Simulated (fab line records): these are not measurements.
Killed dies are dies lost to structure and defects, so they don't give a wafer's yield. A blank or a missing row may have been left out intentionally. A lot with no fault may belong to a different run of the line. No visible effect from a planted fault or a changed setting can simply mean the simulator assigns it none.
fab line records ; flow nandHarc
record lots=11; wafers=33; lastDay=34
route steps=1302 shown A_CHANNEL_HOLE_D2@589 A_CHANNEL_FILL_D2@616 END@1302
lots that met no fault: taken from a fault-free run of the same line
startH: hours from the record's first day to the start of the lot's first wafer shown ; waitH: hours elapsed since this lot's preceding step ; " the same as in the row above ; L1.1+2: a row that stands for several wafers ; - no value present, or no start provided ; * or withheld: withheld ; < > ~ a bound
route shown NAME@n: a module of which the file shows steps, and the number in the route of the first ; usual: the fault-free wafers' mean and standard deviation ; same: alike in all rows ; chamber/n: place in a boat ; sites: readings site by site ; _std_site: standard deviation of those values ; _edge_site: mean of outer sites minus mean of inner sites ; radiusMm: for every site, how far away it sits from the centre of the wafer ; mask NAME#n: copy n ; behind: the tool/chamber that last shaped the wafer ; hold: what put the lot on hold/how long, in hours/how the hold closed ; device: which transistor (n, p or np) failed to switch ; end of line: the tests these same wafers got at the end of their route ; for a step that has no rows: nothing shown but its recipe ; killed: dies lost to structure and defects at the first sort, not the wafer's yield ; map: per-die view of a wafer (x killed, . not killed, _ where there is no die)
set.NAME: the run value of the setting; set.NAME@STEP: its run value at that earlier step ; model.NAME: the simulator's own value behind a step, which no gauge read
route steps across a sampled set of lots; one table per step, one row per wafer
services: from which hour (startH, from the record's first day; less than 0 if before it) a tool's chamber was out of use, for how many hours, and why
## steps
# step NHARC_A_CHANNEL_HOLE_D2_ETCH_16
# recipe targetDepthA=31000; overEtchFrac=0.3; timeS=806; ionEnergyEv=150; o2FlowSccm=400; cosFlowSccm=20; arFlowSccm=0; rfW=500; biasW=300; chemistry=O2/COS
# usual drypumpMotorCurrentA=5.7/0.55; oesProductAu=1.001/0.0072; rfVppV=314.4/1.8; showerheadPlenumPTorr=3.13/0.11; throttleValvePct=28.331/0.009
lot.wafer;tool;chamber;startH;waitH;drypumpMotorCurrentA;oesProductAu;rfHoursCounterH;rfVppV;showerheadPlenumPTorr;throttleValvePct
L948.2;rieDiel-10;0;-;-;5.7;1.016;3;313.6;3.15;28.338
L948.3;rieDiel-10;1;-;-;5.8;0.988;3;315.6;3.20;28.333
L948.4;rieDiel-10;3;-;-;6.2;1.001;3;316.3;3.28;28.313
L950.3;rieDiel-12;0;-;-;5.0;1.000;3;312.1;2.95;28.335
L950.2;rieDiel-12;2;-;-;5.7;1.003;3;314.8;3.18;28.314
L950.1;rieDiel-12;3;-;-;6.2;1.015;5;311.7;2.98;28.345
L951.4;rieDiel-03;2;-;-;6.5;1.021;3;314.5;3.11;28.319
L951.1;rieDiel-03;3;-;-;6.5;0.998;4;316.3;3.28;28.348
L951.3;rieDiel-03;0;-;-;5.3;0.994;3;315.5;3.22;28.339
L955.4;rieDiel-03;3;-;-;6.5;0.998;7;316.0;3.28;28.323
L955.2;rieDiel-03;0;-;-;5.3;0.999;6;316.5;3.22;28.331
L955.5;rieDiel-03;0;-;-;5.4;1.006;-;315.8;3.22;28.338
L959.3;rieDiel-12;3;-;-;6.2;0.995;9;311.7;2.98;28.333
L959.4;rieDiel-12;3;-;-;6.2;1.002;-;313.8;2.98;28.326
L959.6;rieDiel-12;1;-;-;4.9;1.003;-;314.7;3.24;28.338
L961.1;rieDiel-03;0;-;-;5.3;1.002;11;316.2;3.22;28.335
L961.2;rieDiel-03;2;-;-;6.5;1.012;11;314.2;3.10;28.330
L961.6;rieDiel-03;0;-;-;5.3;0.995;-;316.8;3.22;28.342
L964.4;rieDiel-03;1;-;-;5.6;0.998;1;313.8;3.01;28.324
L964.6;rieDiel-03;0;-;-;5.3;1.000;-;315.7;3.22;28.313
L964.5;rieDiel-03;1;-;-;5.6;1.001;-;311.5;3.02;28.320
L966.2;rieDiel-12;0;-;-;5.1;1.000;3;311.9;2.95;28.332
L966.4;rieDiel-12;1;-;-;4.9;0.993;4;315.7;3.24;28.328
L966.1;rieDiel-12;2;-;-;5.7;1.006;3;315.5;3.17;28.337
L967.2;rieDiel-10;1;-;-;5.8;0.987;4;314.6;3.19;28.331
L967.5;rieDiel-10;1;-;-;5.8;0.990;-;316.0;3.19;28.325
L967.6;rieDiel-10;2;-;-;4.9;0.990;-;312.4;2.97;28.340
L968.2;rieDiel-10;1;-;-;5.8;0.996;5;315.6;3.19;28.336
L968.3;rieDiel-10;0;-;-;5.6;1.000;4;313.7;3.14;28.333
L968.5;rieDiel-10;2;-;-;4.9;0.995;-;312.7;2.97;28.324
L969.2;rieDiel-10;3;-;-;6.2;0.995;5;317.7;3.28;28.327
L969.1;rieDiel-10;0;-;-;5.6;1.005;5;313.5;3.14;28.333
L969.5;rieDiel-10;2;-;-;4.9;1.004;-;312.1;2.97;28.333
# step NHARC_A_CHANNEL_HOLE_D2_ETCH_20
# recipe biasV=3000; sourceW=withheld; pressureMtorr=20; timeS=361.9; arFlowSccm=375; c4f8FlowSccm=89.3; o2FlowSccm=35.7; tempC=-20; targetDepthA=16000; chemistry=C4F8/O2/Ar
# usual drypumpMotorCurrentA=5.6/0.63; showerheadPlenumPTorr=3.68/0.16; throttleValvePct=32.154/0.0085
lot.wafer;tool;chamber;startH;waitH;drypumpMotorCurrentA;rfHoursCounterH;showerheadPlenumPTorr;throttleValvePct
L948.2;harEtch-01;0;314.60;0.1;5.3;164;3.68;32.156
L948.3;harEtch-01;0;314.60;0.1;5.3;-;3.68;32.165
L948.4;harEtch-01;1;314.60;0.1;6.0;-;3.54;32.153
L950.1;harEtch-02;0;327.73;0.2;4.8;384;3.59;32.172
L950.2;harEtch-02;0;327.73;0.2;4.8;-;3.59;32.141
L950.3;harEtch-02;0;327.73;0.2;4.8;-;3.59;32.140
L951.1;harEtch-02;1;340.12;0.1;6.5;357;3.60;32.143
L951.3;harEtch-02;1;340.12;0.1;6.5;-;3.60;32.161
L951.4;harEtch-02;0;340.12;0.1;4.8;-;3.59;32.162
L955.2;harEtch-01;0;378.86;0.1;5.3;213;3.65;32.145
L955.4;harEtch-01;1;378.86;0.1;6.0;-;3.51;32.150
L955.5;harEtch-01;1;378.86;0.1;6.0;-;3.51;32.155
L959.4;harEtch-01;0;421.01;0.2;5.3;-;3.64;32.162
L959.3;harEtch-01;1;421.01;0.2;6.0;-;3.50;32.149
L959.6;harEtch-01;1;421.01;0.2;6.0;-;3.50;32.140
L961.2;harEtch-01;1;444.11;0.1;6.0;247;3.49;32.153
L961.1;harEtch-01;0;444.11;0.1;5.3;247;3.64;32.163
L961.6;harEtch-01;1;444.11;0.1;6.0;-;3.49;32.167
L964.4;harEtch-02;0;488.51;0.2;4.8;-;3.90;32.162
L964.5;harEtch-02;0;488.51;0.2;4.8;-;3.90;32.158
L964.6;harEtch-02;1;488.51;0.2;6.5;-;3.90;32.165
L966.1;harEtch-02;0;500.73;0.1;4.8;61;3.90;32.157
L966.2;harEtch-02;1;500.73;0.1;6.5;61;3.90;32.163
L966.4;harEtch-02;0;500.73;0.1;4.8;-;3.90;32.157
L967.2;harEtch-02;1;510.70;0.1;6.5;65;3.90;32.167
L967.5;harEtch-02;0;510.70;0.1;4.8;-;3.90;32.151
L967.6;harEtch-02;1;510.70;0.1;6.5;-;3.90;32.154
L968.2;harEtch-02;1;520.94;0.1;6.5;73;3.89;32.140
L968.3;harEtch-02;1;520.94;0.1;6.5;-;3.89;32.153
L968.5;harEtch-02;0;520.94;0.1;4.8;-;3.89;32.158
L969.2;harEtch-01;1;538.06;0.1;6.0;304;3.46;32.155
L969.1;harEtch-01;0;538.06;0.1;5.3;304;3.60;32.153
L969.5;harEtch-01;1;538.06;0.1;6.0;-;3.46;32.151
# step NHARC_A_CHANNEL_HOLE_D2_ETCH_22
# recipe biasV=3000; sourceW=withheld; pressureMtorr=20; timeS=666.7; arFlowSccm=375; c4f8FlowSccm=89.3; o2FlowSccm=35.7; tempC=-20; targetDepthA=16000; chemistry=C4F8/O2/Ar
# usual drypumpMotorCurrentA=5.6/0.63; showerheadPlenumPTorr=3.68/0.16; throttleValvePct=32.156/0.0081
lot.wafer;tool;chamber;startH;waitH;drypumpMotorCurrentA;rfHoursCounterH;showerheadPlenumPTorr;throttleValvePct
L948.2;harEtch-01;0;315.35;0.4;5.3;164;3.68;32.158
L948.3;harEtch-01;0;315.35;0.4;5.3;-;3.68;32.148
L948.4;harEtch-01;1;315.35;0.4;6.0;-;3.53;32.167
L950.1;harEtch-02;0;329.21;0.7;4.8;386;3.59;32.155
L950.2;harEtch-02;0;329.21;0.7;4.8;-;3.59;32.156
L950.3;harEtch-02;0;329.21;0.7;4.8;-;3.59;32.151
L951.1;harEtch-02;1;340.88;0.4;6.5;358;3.60;32.162
L951.3;harEtch-02;1;340.88;0.4;6.5;-;3.60;32.150
L951.4;harEtch-02;0;340.88;0.4;4.8;-;3.59;32.163
L955.2;harEtch-01;0;379.66;0.4;5.3;214;3.65;32.162
L955.4;harEtch-01;1;379.66;0.4;6.0;-;3.51;32.156
L955.5;harEtch-01;1;379.66;0.4;6.0;-;3.51;32.148
L959.4;harEtch-01;0;421.84;0.4;5.3;-;3.64;32.161
L959.3;harEtch-01;1;421.84;0.4;6.0;-;3.49;32.148
L959.6;harEtch-01;1;421.84;0.4;6.0;-;3.49;32.150
L961.2;harEtch-01;1;444.87;0.4;6.0;248;3.49;32.146
L961.1;harEtch-01;0;444.87;0.4;5.3;248;3.64;32.150
L961.6;harEtch-01;1;444.87;0.4;6.0;-;3.49;32.164
L964.4;harEtch-02;0;489.35;0.4;4.8;-;3.90;32.165
L964.5;harEtch-02;0;489.35;0.4;4.8;-;3.90;32.157
L964.6;harEtch-02;1;489.35;0.4;6.5;-;3.90;32.149
L966.1;harEtch-02;0;501.48;0.4;4.8;62;3.90;32.163
L966.2;harEtch-02;1;501.48;0.4;6.5;62;3.90;32.157
L966.4;harEtch-02;0;501.48;0.4;4.8;-;3.90;32.156
L967.2;harEtch-02;1;511.50;0.4;6.5;66;3.90;32.157
L967.5;harEtch-02;0;511.50;0.4;4.8;-;3.90;32.149
L967.6;harEtch-02;1;511.50;0.4;6.5;-;3.90;32.171
L968.2;harEtch-02;1;521.73;0.4;6.5;73;3.89;32.145
L968.3;harEtch-02;1;521.73;0.4;6.5;-;3.89;32.156
L968.5;harEtch-02;0;521.73;0.4;4.8;-;3.89;32.140
L969.2;harEtch-01;1;538.81;0.4;6.0;305;3.46;32.158
L969.1;harEtch-01;0;538.81;0.4;5.3;305;3.60;32.151
L969.5;harEtch-01;1;538.81;0.4;6.0;-;3.46;32.145
# step NHARC_A_CHANNEL_HOLE_D2_INSPECT_40
# usual rawDefectCount=290/75
lot.wafer;tool;chamber;startH;waitH;rawDefectCount
L948.2;defectInspect-01;-;320.18;-;276
L948.3;defectInspect-01;-;320.18;-;345
L948.4;defectInspect-01;-;320.18;-;339
L950.1;defectInspect-02;-;337.42;-;321
L950.2;defectInspect-02;-;337.42;-;296
L950.3;defectInspect-02;-;337.42;-;314
L951.1;defectInspect-02;-;345.72;-;372
L951.3;defectInspect-02;-;345.72;-;275
L951.4;defectInspect-02;-;345.72;-;231
L955.2;defectInspect-02;-;384.42;-;263
L955.4;defectInspect-02;-;384.42;-;355
L955.5;defectInspect-02;-;384.42;-;497
L959.3;defectInspect-02;-;426.48;-;1194
L959.4;defectInspect-02;-;426.48;-;1190
L959.6;defectInspect-02;-;426.48;-;1050
L961.1;defectInspect-01;-;449.71;-;1127
L961.2;defectInspect-01;-;449.71;-;1181
L961.6;defectInspect-01;-;449.71;-;1110
L964.4;defectInspect-01;-;493.98;-;240
L964.5;defectInspect-01;-;493.98;-;194
L964.6;defectInspect-01;-;493.98;-;246
L966.1;defectInspect-01;-;506.31;-;296
L966.2;defectInspect-01;-;506.31;-;242
L966.4;defectInspect-01;-;506.31;-;328
L967.2;defectInspect-01;-;516.23;-;327
L967.5;defectInspect-01;-;516.23;-;189
L967.6;defectInspect-01;-;516.23;-;180
L968.2;defectInspect-01;-;526.49;-;282
L968.3;defectInspect-01;-;526.49;-;263
L968.5;defectInspect-01;-;526.49;-;292
L969.1;defectInspect-01;-;543.64;-;243
L969.2;defectInspect-01;-;543.64;-;282
L969.5;defectInspect-01;-;543.64;-;201
# step NHARC_A_CHANNEL_FILL_D2_ALD_16
# recipe targetThkA=15; pulseTimeS=10; aldCycles=15; tempC=300; material=SiO2
# usual heaterPowerW=470/40; precursorPulseHeightRel=1.000/0.019
lot.wafer;tool;chamber;startH;waitH;heaterPowerW;precursorPulseHeightRel
L948.2;aldHk-01;3;332.99;0.0;468;1.005
L948.4;aldHk-01;1;332.99;0.0;447;0.977
L948.3;aldHk-01;2;332.99;0.0;398;1.038
L950.2;aldHk-01;3;349.98;0.1;459;0.965
L950.1;aldHk-01;0;349.98;0.1;536;0.993
L950.3;aldHk-01;1;349.98;0.1;453;0.957
L951.1;aldHk-03;1;360.38;2.3;518;1.006
L951.4;aldHk-03;3;360.38;2.3;474;0.992
L951.3;aldHk-03;0;360.38;2.3;422;0.994
L955.4;aldHk-01;2;396.85;0.0;416;0.954
L955.2;aldHk-01;1;396.85;0.0;448;1.030
L955.5;aldHk-01;3;396.85;0.0;459;1.010
L959.4;aldHk-02;2;438.86;0.0;488;1.018
L959.3;aldHk-02;0;438.86;0.0;404;0.998
L959.6;aldHk-02;2;438.86;0.0;492;1.013
L961.1;aldHk-03;1;462.76;0.0;540;1.008
L961.2;aldHk-03;0;462.76;0.0;424;0.991
L961.6;aldHk-03;1;462.76;0.0;528;1.008
L964.4;aldHk-01;2;507.22;0.0;414;0.980
L964.5;aldHk-01;2;507.22;0.0;419;0.988
L964.6;aldHk-01;3;507.22;0.0;498;1.003
L966.2;aldHk-03;2;521.50;0.0;500;0.969
L966.4;aldHk-03;3;521.50;0.0;458;0.984
L966.1;aldHk-03;1;521.50;0.0;521;1.030
L967.2;aldHk-03;3;530.41;0.2;448;1.012
L967.6;aldHk-03;1;530.41;0.2;520;0.995
L967.5;aldHk-03;2;530.41;0.2;512;0.994
L968.2;aldHk-01;3;538.89;0.1;494;1.001
L968.3;aldHk-01;1;538.89;0.1;427;1.030
L968.5;aldHk-01;3;538.89;0.1;502;0.982
L969.2;aldHk-01;0;556.05;0.0;522;0.991
L969.1;aldHk-01;1;556.05;0.0;443;0.997
L969.5;aldHk-01;1;556.05;0.0;430;1.022
# step NHARC_END_SORT_01
# recipe tempC=25
# usual killedAtArray=58/20; killedAtOther=0.9/1.4; killedAtPeriphery=4/3.1; killedDies=63/20; killedOpen=3.3/1.8; killedShort=2.4/1.5
# same grossDies=677
lot.wafer;tool;chamber;startH;waitH;killedAtArray;killedAtOther;killedAtPeriphery;killedDies;killedOpen;killedShort
L961.1;prober-02;0;722.66;2.5;70;0;4;74;4;2
L961.2;prober-02;0;723.47;2.8;152;0;3;155;5;5
L961.6;prober-02;0;726.69;4.0;146;2;0;148;5;2
L959.3;prober-01;0;724.15;3.0;133;1;3;137;5;3
L959.4;prober-01;0;724.94;3.3;89;0;6;95;2;0
L959.6;prober-01;0;726.52;4.0;143;0;3;146;4;3
L964.4;prober-01;0;773.68;3.4;56;0;7;63;3;1
L964.5;prober-01;0;774.48;3.7;43;0;8;51;1;1
L964.6;prober-01;0;775.27;4.0;32;0;8;40;3;1
L967.2;prober-01;0;797.57;2.8;50;1;2;53;5;2
L967.5;prober-01;0;799.99;3.7;44;0;1;45;2;4
L967.6;prober-01;0;800.80;4.0;54;0;0;54;1;3
# killed by level:class
L961.1 A_CHANNEL_HOLE_D2:unspecified=36 A_CHANNEL_HOLE_D1:chamberFilmFlake=19 A_SLIT:chamberFilmFlake=3 A_DECK1_JOINT:chamberFilmFlake=3 P_CONTACT:geometricParticle:open=2 A_ONON_D1:geometricParticle:open=2 P_ZERO_WELL:chamberFilmFlake=2 A_CONTACT:chamberFilmFlake=2
L961.2 A_CHANNEL_HOLE_D2:unspecified=93 A_CHANNEL_HOLE_D1:chamberFilmFlake=35 A_CONTACT:chamberFilmFlake=4 P_ZERO_WELL:chamberFilmFlake=3 A_DECK1_JOINT:chamberFilmFlake=3 A_STAIRCASE:chamberFilmFlake=3 A_CHANNEL_FILL_D2:geometricParticle:open=2 A_SLIT:chamberFilmFlake=2
L959.3 A_CHANNEL_HOLE_D2:unspecified=90 A_CHANNEL_HOLE_D1:chamberFilmFlake=28 A_CONTACT:chamberFilmFlake=3 A_STAIRCASE:chamberFilmFlake=2 P_CONTACT:geometricParticle:open=1 A_SOURCE_PLATE:geometricParticle:open=1 A_ONON_D1:geometricParticle:short=1 A_ONON_D2:geometricParticle:open=1
L959.4 A_CHANNEL_HOLE_D1:chamberFilmFlake=40 A_CHANNEL_HOLE_D2:unspecified=39 A_SLIT:chamberFilmFlake=5 A_STAIRCASE:chamberFilmFlake=4 P_ZERO_WELL:chamberFilmFlake=3 P_BONDPAD:chamberFilmFlake=2 P_CONTACT:geometricParticle:open=1 A_CHANNEL_FILL_D1:geometricParticle:open=1
L959.6 A_CHANNEL_HOLE_D2:unspecified=92 A_CHANNEL_HOLE_D1:chamberFilmFlake=26 A_STAIRCASE:chamberFilmFlake=10 A_SLIT:chamberFilmFlake=3 P_ZERO_WELL:chamberFilmFlake=2 A_CHANNEL_HOLE_D2:chamberFilmFlake=2 A_CONTACT:chamberFilmFlake=2 P_CONTACT:geometricParticle:open=1
L961.6 A_CHANNEL_HOLE_D2:unspecified=93 A_CHANNEL_HOLE_D1:chamberFilmFlake=37 A_CONTACT:chamberFilmFlake=3 A_M1:geometricParticle:open=2 A_CHANNEL_HOLE_D2:chamberFilmFlake=2 A_SOURCE_PLATE:geometricParticle:short=1 A_ONON_D2:geometricParticle:short=1 A_SGD_CUT:geometricParticle:open=1
L964.4 A_SLIT:chamberFilmFlake=25 A_CHANNEL_HOLE_D1:chamberFilmFlake=14 A_BONDPAD:chamberFilmFlake=5 A_STAIRCASE:chamberFilmFlake=4 A_CHANNEL_HOLE_D2:chamberFilmFlake=3 P_STI:chamberFilmFlake=2 P_GATE:chamberFilmFlake=2 P_M0:chamberFilmFlake=2
L964.5 A_SLIT:chamberFilmFlake=26 A_CHANNEL_HOLE_D1:chamberFilmFlake=12 P_M0:chamberFilmFlake=5 P_STI:geometricParticle:short=1 A_M1:geometricParticle:open=1 P_STI:chamberFilmFlake=1 P_GATE:chamberFilmFlake=1 A_CHANNEL_HOLE_D2:chamberFilmFlake=1
L964.6 A_SLIT:chamberFilmFlake=19 P_STI:chamberFilmFlake=5 A_CHANNEL_HOLE_D1:chamberFilmFlake=5 A_CHANNEL_HOLE_D2:chamberFilmFlake=3 A_CONTACT:chamberFilmFlake=2 P_CONTACT:geometricParticle:open=1 P_M2:geometricParticle:open=1 A_SOURCE_PLATE:geometricParticle:short=1
L967.2 A_SLIT:chamberFilmFlake=35 A_CONTACT:chamberFilmFlake=5 A_SGD_CUT:chamberFilmFlake=4 P_M2:geometricParticle:open=2 A_ONON_D1:geometricParticle:open=2 A_CONTACT:geometricParticle:short=1 A_M0:geometricParticle:short=1 STARTING-WAFER:geometricParticle:open=1
L967.5 A_SLIT:chamberFilmFlake=19 A_CONTACT:chamberFilmFlake=9 A_SGD_CUT:chamberFilmFlake=6 A_ONON_D1:geometricParticle:short=1 A_CHANNEL_HOLE_D1:geometricParticle:short=1 A_CHANNEL_FILL_D1:geometricParticle:short=1 A_DECK1_JOINT:geometricParticle:open=1 A_CONTACT:geometricParticle:short=1
L967.6 A_SLIT:chamberFilmFlake=37 A_SGD_CUT:chamberFilmFlake=6 A_CONTACT:chamberFilmFlake=4 A_ONON_D2:geometricParticle:short=1 A_CHANNEL_HOLE_D2:geometricParticle:short=1 A_CHANNEL_FILL_D2:geometricParticle:short=1 A_SGD_CUT:geometricParticle:open=1 A_CHANNEL_HOLE_D1:chamberFilmFlake=1
## services
tool;chamber;startH;hours;kind
aldHk-01;-;296.00;10.0;pm
rieDiel-03;1;305.29;5.7;repair
harEtch-02;1;310.88;-;consumableReplace:esc
harEtch-02;1;310.88;17.0;scheduledDown
harEtch-02;1;310.88;17.0;ventCycle
rieDiel-10;-;359.16;5.5;repair
rieDiel-10;3;375.24;5.8;repair
harEtch-02;-;377.35;17.0;pm
harEtch-02;0;377.35;17.0;ventCycle
harEtch-02;1;377.35;17.0;ventCycle
aldHk-03;-;392.48;10.0;pm
harEtch-02;0;394.35;-;clean
harEtch-02;0;394.35;-;consumableReplace:focusRing
harEtch-02;0;394.35;-;consumableReplace:showerhead
rieDiel-03;-;408.74;0.4;repair
rieDiel-12;2;414.96;12.4;repair
rieDiel-10;-;419.53;9.0;pm
rieDiel-12;-;445.40;9.0;pm
rieDiel-10;0;449.54;16.6;repair
rieDiel-10;1;457.50;5.9;repair
rieDiel-03;-;458.30;9.0;pm
aldHk-01;-;474.00;10.0;pm
rieDiel-03;-;504.56;9.9;repair
rieDiel-03;-;532.33;0.2;repair
## key
firstSign step=NHARC_A_CHANNEL_HOLE_D2_INSPECT_40; reading=rawDefectCount; direction=up; sigmas=11; usual=290; struck=1142
effect step=NHARC_END_SORT_01; reading=killedAtArray; direction=up; sigmas=3.3; usual=58; struck=122; wafersMoved=4
moreKillsBornAt NHARC_A_CHANNEL_HOLE_D2_ETCH_22@harEtch-01=340
metAt NHARC_A_CHANNEL_HOLE_D2_ETCH_22
struckLots L959,L961
testerLeftOut L959,L961
notActingAt NHARC_A_CHANNEL_HOLE_D2_ETCH_16,NHARC_A_CHANNEL_HOLE_D2_ETCH_20,NHARC_A_CHANNEL_FILL_D2_ALD_16
onsetBetween 379.66 421.84
fault kind=chamberParticleSource; tool=harEtch-01; chamber=-; onsetH=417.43; steps=NHARC_A_CHANNEL_HOLE_D2_ETCH_22; ratePerVisitCm2=1.3187; endH=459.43
# testerLeftOut: of these lots the tester's yield and bins aren't shown, on N5 and GAA mostly nor the transistor test; their killed dies are dies lost to structure and defects alone, not to doping, threshold or leakage, so they don't give the yield
